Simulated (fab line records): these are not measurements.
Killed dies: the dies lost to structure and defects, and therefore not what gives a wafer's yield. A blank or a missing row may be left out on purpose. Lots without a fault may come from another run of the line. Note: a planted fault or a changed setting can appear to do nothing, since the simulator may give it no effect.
The tool behind it: which one? :: flow n5-finfet :: route of 1938 steps, sampled at 1 step: 11 lots, 33 wafers

WHAT EACH GAUGE READ, for each wafer
N5_BEOL_M5_OVL_MEAS_12. Usual: for M5_OVL the level is 0.5 nm and the standard deviation is 0.81.
lot: L248
measured: day 9 20:16
on: overlay-02
M5_OVL (nm): 1.0 1.5 0.6
flag: 

lot: L250
measured: day 10 11:31
on: overlay-01
M5_OVL (nm): 0.3 -0.2 0.1
flag: 

lot: L251
measured: day 11 01:59
on: overlay-02
M5_OVL (nm): 0.1 0.8 0.1
flag: 

lot: L249
measured: day 11 04:55
on: overlay-01
M5_OVL (nm): 0.5 0.7 0.8
flag: 

lot: L254
measured: day 12 00:35
on: overlay-01
M5_OVL (nm): 0.2 -0.2 1.1
flag: 

lot: L261
measured: day 13 03:12
on: overlay-01
M5_OVL (nm): 1.7 0.5 0.9
flag: 

lot: L262
measured: day 14 09:46
on: overlay-02
M5_OVL (nm): 1.5 0.4 1.2
flag: 

lot: L266
measured: day 14 19:06
on: overlay-01
M5_OVL (nm): 1.1 0.2 0.7
flag: 

lot: L265
measured: day 14 19:11
on: overlay-02
M5_OVL (nm): 0.2 -0.3 -1.2
flag: 

lot: L267
measured: day 15 02:39
on: overlay-02
M5_OVL (nm): -0.6 -1.0 -0.8
flag: 

lot: L271
measured: day 15 16:14
on: overlay-02
M5_OVL (nm): -0.1 -0.6 -0.3
flag: 

EACH LOT AND THE TOOL THAT RAN IT (in order: tool; ch and the chambers of the sampled wafers; start)
Record: no process step prior to these readings.

WHAT THE TOOLS THEMSELVES READ (means of the sampled wafers that have a number; where no wafer has one, the mark that the record gives instead)
The record holds no such reading with a usual standard deviation.

THE ANSWER, worked out from the rows above alone
Rule: a lot is off if the mean of its wafers that have a number lies more than 3 standard deviations from the usual mean. Also off: a lot with no number at a reading for which 4 or more lots have one. Any other lot the step has rows for is counted as sound. After the gauges, taken in route order, come the tools' own readings; for these a lot's mean is taken, as printed above. At the first step where some lot is off, the reading lying furthest off is the one used; lots without a number count as furthest.
Nothing can be told from this: no lot is off at any reading shown.

WHAT HAD BEEN PUT IN BY THE SIMULATOR
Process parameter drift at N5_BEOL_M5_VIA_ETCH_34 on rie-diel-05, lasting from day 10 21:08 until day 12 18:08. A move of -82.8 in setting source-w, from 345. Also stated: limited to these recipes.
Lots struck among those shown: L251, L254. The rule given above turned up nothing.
